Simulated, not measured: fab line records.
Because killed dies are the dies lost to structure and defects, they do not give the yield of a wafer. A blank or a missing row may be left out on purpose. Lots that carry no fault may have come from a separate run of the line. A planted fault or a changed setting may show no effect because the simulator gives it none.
Comparing a struck lot with a sound one ; flow n5-finfet ; 39 steps out of a route of 1938
Sound: wafers L841.1, L841.2, L841.6. Wafers struck: L834.1, L834.2, L834.4. At the end, the cause is stated.
For every step that has rows: the tool of each side, followed by ch and its chambers, followed by its first start. Under that, the readings that differ: sound wafers ; struck wafers ; difference of the means ; sigmas: that difference in standard deviations of wafers without a fault.
alike: readings with means less than 2 such deviations apart, plus words and numbers identical on both sides. not compared: withheld readings, readings lacking a value on some wafer, bounds such as >300 that could conceal the same value, and numbers that have no deviation in the record and whose values overlap.
A row with sigmas, a row that says differs or no value, or rows on one side alone: a step with any of these is where the two part. Numbers that have no deviation but don't overlap get no sigmas and don't part them. A reading that every wafer of one side lacks parts them only if that side has two wafers or more.

first, 9 steps without rows for these wafers: N5_BEOL_M4_ANNEAL_95 (time 240 s); N5_BEOL_M4_SPUTTER_96 (material Cu, target thk 4.5 nm, time 8.29 s); N5_BEOL_M4_ECD_50 (material Cu, target thk 300 nm); N5_BEOL_M4_ANNEAL_51 (time 90 s); N5_BEOL_M4_CMP_52 (polishes, stops on SiOC, t overpolish 6.8 s, target thk 40 nm); N5_BEOL_M4_PRE_CLEAN_60 (time 15 s); N5_BEOL_M4_CO_CAP_55 (material Co, precursor CCTBA/H2, target thk 2 nm, time 102.1 s); N5_BEOL_M4_PRE_CLEAN_56 (time 15 s); N5_BEOL_M4_DEP_57 (deposits SiCN from 3MS/NH3, target thk 8 nm, time 14 s).
N5_BEOL_M4_RC_MEAS_101:
  sound on prober-01 ch 0, day 12 14:44; struck on prober-01 ch 0, day 10 17:20
  alike: DIBL_N, DIBL_P, IOFF_N, IOFF_P, ION_N, ION_P, SS_N, SS_P, VT_N, VT_P
then, 24 steps without rows for these wafers: N5_BEOL_M5_ILD_DEP_00 (deposits SiCOH lowk from DEMS/porogen, target thk 140.64 nm, time 25.9 s); N5_BEOL_M5_CURE_79 (cures SiCOH lowk, time 240 s); N5_BEOL_M5_PECVD_70 (deposits SiO2 from TEOS/O2, target thk 16 nm, time 18 s); N5_BEOL_M5_HM_DEP_02 (deposits TiN, target thk 20 nm); N5_BEOL_M5_COAT_59 (time 60 s, resist thk 60 nm); N5_BEOL_M5_COAT_60 (time 60 s, resist thk 12 nm); N5_BEOL_M5_COAT_71 (time 60 s, resist thk 5 nm); N5_BEOL_M5_COAT_05 (resist thk 30 nm); N5_BEOL_M5_EBR_07; N5_BEOL_M5_SOFTBAKE_06 (time 60 s); N5_BEOL_M5_EXPOSE_08 (exposes mask M5, target cd 28 nm); N5_BEOL_M5_PEB_09 (peb time 60 s); N5_BEOL_M5_DEVELOP_10 (develop time 30 s); N5_BEOL_M5_DESCUM_16 (chemistry O2, time 7 s); N5_BEOL_M5_ETCH_72 (etches underlayer in N2/H2, target depth 6.5 nm, time 5.2 s); N5_BEOL_M5_ETCH_61 (etches SiARC in CF4, target depth 15.6 nm, time 26 s); N5_BEOL_M5_ETCH_62 (etches SOC in N2/H2, target depth 75 nm, overetch 15 nm, time 112.5 s); N5_BEOL_M5_STRIP_63 (strips in N2/H2); N5_BEOL_M5_STRIP_73 (strips in N2/H2); N5_BEOL_M5_STRIP_64 (strips in CF4); N5_BEOL_M5_HM_OPEN_17 (chemistry Cl2/BCl3, target TiN, target depth 20 nm, overetch 6 nm); N5_BEOL_M5_STRIP_19 (strips in O2); N5_BEOL_M5_COAT_65 (time 60 s, resist thk 60 nm); N5_BEOL_M5_COAT_66 (time 60 s, resist thk 12 nm).
N5_BEOL_M6_CMP_52: polishes, stops on SiCOH lowk, t overpolish 6.9 s, target thk 80 nm.
  sound on cmp-04 ch 1,3, day 13 10:58; struck on cmp-01 ch 1,2,3, day 11 10:46
  no value came back on the struck wafers for any of 6 readings (barrier-field-endpoint-s (s), clearing-platen-down-force-psi (psi) and others); on the sound wafers barrier-field-endpoint-s (s) reads 27.6 28.3 28.1
reading;sound;struck;difference;sigmas
model.Cu_of_BEOL_M6_ECD_50.thk-nm (nm);75.6 79.6 79.2;302.8 298.4 300.6;+222.5;
model.SiO2_of_BEOL_M6_PECVD_70.thk-nm (nm);0 0 0;19.8 19.4 19.8;+19.7;
N5_BEOL_M6_THK_MEAS_53: measures by xrf.
  sound: film-metro-01 at day 13 11:13; struck: film-metro-01 at day 11 11:04
reading;sound;struck;difference;sigmas
M6_THK (nm);75.9 79.5 78.9;297.7 294.4 294.8;+217.5;+87
N5_BEOL_M6_RS_MEAS_57: a four-point-probe measurement.
  sound: film-metro-01 at day 13 11:21; struck: film-metro-01 at day 11 11:12
reading;sound;struck;difference;sigmas
M6_RS (ohm/sq);0.305 0.287 0.289;0.064 0.065 0.064;-0.229;-23
N5_BEOL_M6_INSPECT_58: inspects for defects (darkfield).
  sound: defect-inspect-01 at day 13 11:22; struck: defect-inspect-02 at day 11 11:13
reading;sound;struck;difference;sigmas
raw-defect-count;41 69 62;1479 1404 1495;+1402;+54
-- record jumps: 4 days separate the struck wafers' starts on either side; left off in module BEOL_M6, taken up again in module PASSIVATION, whose first shown step is the route's number 1936 --
N5_PASSIVATION_PROBE_49:
  sound: prober-01 at day 16 12:07; struck: prober-01 at day 14 23:19
reading;sound;struck;difference;sigmas
defect-limited-yield (%);93.3 90.8 89.3;0 0 0;-91;-65
killed_at_M4_up;20 21 10;1081 1066 1075;+1057;+99 or more
killed-dies;79 109 126;1180 1180 1180;+1075;+63
killed-on-rim;11 15 13;152 152 152;+139;+36
sort-n-pass;1101 1071 1054;0 0 0;-1075;-60
sort-yield-pct (%);93.3 90.8 89.3;0 0 0;-91;-57
  alike: killed_at_M0_to_M3, killed-at-contacts, killed-at-front-end, killed-at-other, killed-open, killed-short, sort_bin_5_function, sort_bin_6_memory

## WHERE THEY PART
Earliest at N5_BEOL_M6_CMP_52; latest, in this record, at N5_PASSIVATION_PROBE_49.

WHY: what the simulator had put in
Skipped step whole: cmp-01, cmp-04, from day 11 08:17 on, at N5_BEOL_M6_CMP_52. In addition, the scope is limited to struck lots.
